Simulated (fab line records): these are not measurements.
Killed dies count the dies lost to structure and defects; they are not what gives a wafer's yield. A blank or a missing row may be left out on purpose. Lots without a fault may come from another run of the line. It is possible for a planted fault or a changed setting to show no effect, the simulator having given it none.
Chamber matching / flow nand-harc / NHARC_A_STAIRCASE_DESCUM_168 on rie-diel-02: 4 sister chambers
The step chemistry O2, time 3 s. 22 wafers are shown with their chamber, then 11 later ones without.

## WAFERS WITH THEIR CHAMBER
wafer=L076.4; chamber=2; drypump-motor-current-A (A)=6.00; showerhead-plenum-p-Torr (Torr)=1.86; rf-vpp-V (V)=58.0
wafer=L076.5; chamber=3; drypump-motor-current-A (A)=5.25; showerhead-plenum-p-Torr (Torr)=1.96; rf-vpp-V (V)=57.8
wafer=L076.6; chamber=0; drypump-motor-current-A (A)=5.61; showerhead-plenum-p-Torr (Torr)=1.79; rf-vpp-V (V)=58.0
wafer=L078.1; chamber=2; drypump-motor-current-A (A)=6.02; showerhead-plenum-p-Torr (Torr)=1.85; rf-vpp-V (V)=56.9
wafer=L078.3; chamber=3; drypump-motor-current-A (A)=5.25; showerhead-plenum-p-Torr (Torr)=1.96; rf-vpp-V (V)=57.2
wafer=L078.5; chamber=2; drypump-motor-current-A (A)=6.01; showerhead-plenum-p-Torr (Torr)=1.85; rf-vpp-V (V)=58.5
wafer=L080.2; chamber=3; drypump-motor-current-A (A)=5.22; showerhead-plenum-p-Torr (Torr)=1.95; rf-vpp-V (V)=57.8
wafer=L080.5; chamber=0; drypump-motor-current-A (A)=5.63; showerhead-plenum-p-Torr (Torr)=1.79; rf-vpp-V (V)=56.3
wafer=L080.6; chamber=1; drypump-motor-current-A (A)=5.77; showerhead-plenum-p-Torr (Torr)=2.04; rf-vpp-V (V)=58.2
wafer=L082.1; chamber=2; drypump-motor-current-A (A)=6.02; showerhead-plenum-p-Torr (Torr)=1.85; rf-vpp-V (V)=57.6
wafer=L082.2; chamber=0; drypump-motor-current-A (A)=5.60; showerhead-plenum-p-Torr (Torr)=1.79; rf-vpp-V (V)=56.7
wafer=L082.5; chamber=2; drypump-motor-current-A (A)=6.00; showerhead-plenum-p-Torr (Torr)=1.85; rf-vpp-V (V)=57.7
wafer=L086.1; chamber=3; drypump-motor-current-A (A)=5.21; showerhead-plenum-p-Torr (Torr)=1.95; rf-vpp-V (V)=58.7
wafer=L086.3; chamber=0; drypump-motor-current-A (A)=5.64; showerhead-plenum-p-Torr (Torr)=1.78; rf-vpp-V (V)=56.3
wafer=L086.5; chamber=1; drypump-motor-current-A (A)=5.76; showerhead-plenum-p-Torr (Torr)=2.03; rf-vpp-V (V)=59.2
wafer=L087.1; chamber=1; drypump-motor-current-A (A)=5.77; showerhead-plenum-p-Torr (Torr)=2.03; rf-vpp-V (V)=59.2
wafer=L087.2; chamber=2; drypump-motor-current-A (A)=6.00; showerhead-plenum-p-Torr (Torr)=1.85; rf-vpp-V (V)=57.8
wafer=L087.5; chamber=1; drypump-motor-current-A (A)=5.77; showerhead-plenum-p-Torr (Torr)=2.03; rf-vpp-V (V)=58.8
wafer=L088.2; chamber=2; drypump-motor-current-A (A)=6.02; showerhead-plenum-p-Torr (Torr)=1.84; rf-vpp-V (V)=57.9
wafer=L088.4; chamber=3; drypump-motor-current-A (A)=5.22; showerhead-plenum-p-Torr (Torr)=1.95; rf-vpp-V (V)=58.1
wafer=L088.6; chamber=2; drypump-motor-current-A (A)=6.01; showerhead-plenum-p-Torr (Torr)=1.84; rf-vpp-V (V)=56.0
wafer=L090.1; chamber=1; drypump-motor-current-A (A)=5.80; showerhead-plenum-p-Torr (Torr)=2.03; rf-vpp-V (V)=59.2

SIGNATURES (means of the wafers above)
reading=drypump-motor-current-A; chamber 0=5.6200; chamber 1=5.7740; chamber 2=6.0100; chamber 3=5.2300; scatter within a chamber=0.0148
reading=showerhead-plenum-p-Torr; chamber 0=1.7875; chamber 1=2.0320; chamber 2=1.8488; chamber 3=1.9540; scatter within a chamber=0.00559
reading=rf-vpp-V; chamber 0=56.825; chamber 1=58.920; chamber 2=57.550; chamber 3=57.920; scatter within a chamber=0.668
Rule: distance of a wafer from a chamber = root of the sum over the readings of ((wafer's reading minus chamber's mean) / reading's scatter) squared. The wafer belongs to the nearest chamber; if the next one is less than 2 further off, it can't be placed. The scatter is the square root of a quotient: the sum, over the shown wafers, of each reading's squared deviation from its chamber's mean, divided by wafers minus chambers.

## WAFERS WITHOUT THEIR CHAMBER
wafer=L090.3; drypump-motor-current-A (A)=6.00; showerhead-plenum-p-Torr (Torr)=1.84; rf-vpp-V (V)=59.0
wafer=L090.6; drypump-motor-current-A (A)=5.64; showerhead-plenum-p-Torr (Torr)=1.78; rf-vpp-V (V)=55.9
wafer=L093.1; drypump-motor-current-A (A)=5.78; showerhead-plenum-p-Torr (Torr)=2.03; rf-vpp-V (V)=58.3
wafer=L093.3; drypump-motor-current-A (A)=5.67; showerhead-plenum-p-Torr (Torr)=1.78; rf-vpp-V (V)=56.0
wafer=L093.5; drypump-motor-current-A (A)=5.66; showerhead-plenum-p-Torr (Torr)=1.78; rf-vpp-V (V)=56.1
wafer=L092.3; drypump-motor-current-A (A)=6.01; showerhead-plenum-p-Torr (Torr)=1.84; rf-vpp-V (V)=57.7
wafer=L092.4; drypump-motor-current-A (A)=6.01; showerhead-plenum-p-Torr (Torr)=1.84; rf-vpp-V (V)=58.1
wafer=L092.6; drypump-motor-current-A (A)=5.60; showerhead-plenum-p-Torr (Torr)=1.78; rf-vpp-V (V)=56.6
wafer=L097.2; drypump-motor-current-A (A)=5.60; showerhead-plenum-p-Torr (Torr)=1.77; rf-vpp-V (V)=57.4
wafer=L097.3; drypump-motor-current-A (A)=5.75; showerhead-plenum-p-Torr (Torr)=2.02; rf-vpp-V (V)=59.2
wafer=L097.6; drypump-motor-current-A (A)=5.64; showerhead-plenum-p-Torr (Torr)=1.77; rf-vpp-V (V)=57.7

## CHAMBER TAKEN BY EACH
wafer=L090.3; from the rows above=2; in truth=2
wafer=L090.6; from the rows above=0; in truth=0
wafer=L093.1; from the rows above=1; in truth=1
wafer=L093.3; from the rows above=0; in truth=0
wafer=L093.5; from the rows above=0; in truth=0
wafer=L092.3; from the rows above=2; in truth=2
wafer=L092.4; from the rows above=2; in truth=2
wafer=L092.6; from the rows above=0; in truth=0
wafer=L097.2; from the rows above=0; in truth=0
wafer=L097.3; from the rows above=1; in truth=1
wafer=L097.6; from the rows above=0; in truth=0
Correctly placed: 11 of 11. Can't be placed from these rows: 0. 0 placed wrongly.
